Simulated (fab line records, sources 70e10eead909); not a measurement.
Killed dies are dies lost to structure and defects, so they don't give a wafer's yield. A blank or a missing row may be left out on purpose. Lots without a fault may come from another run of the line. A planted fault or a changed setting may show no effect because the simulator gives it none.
Chamber matching | flow nand_harc | NHARC_A_BLC_STRIP_21 on rie_diel-04: 4 sister chambers
The step strips in O2. 4 wafers are shown with their chamber, then 8 later ones without.

WAFERS WITH THEIR CHAMBER
wafer  | chamber | showerhead_plenum_p_Torr (Torr)
L084.3 | 0       | 3.70
L092.1 | 3       | 3.74
L092.6 | 1       | 3.49
L093.1 | 2       | 3.43

WAFERS WITHOUT THEIR CHAMBER
wafer  | showerhead_plenum_p_Torr (Torr)
L093.5 | 3.48
L093.6 | 3.43
L094.1 | 3.74
L094.4 | 3.48
L094.6 | 3.70
L097.1 | 3.48
L097.4 | 3.48
L097.6 | 3.43

WHICH CHAMBER EACH WENT THROUGH
wafer  | from the rows above | in truth
L093.5 | 1                   | 1
L093.6 | 2                   | 2
L094.1 | 3                   | 3
L094.4 | 1                   | 1
L094.6 | 0                   | 0
L097.1 | 1                   | 1
L097.4 | 1                   | 1
L097.6 | 2                   | 2
Placed correctly: 8 of 8. Can't be placed from these rows: 0. Placed wrongly: 0.
How it was worked out, from the rows above alone: a wafer's distance from a chamber is the root of the sum, over the readings, of the square of ((its reading less the chamber's mean) divided by the reading's scatter). The wafer belongs to the nearest chamber; if the next one is less than 2 further off, it can't be placed. A chamber's mean is the mean of its shown wafers. The scatter: with one shown wafer a chamber, the root of the mean of the squares of how far each hidden wafer lies from its nearest shown one.
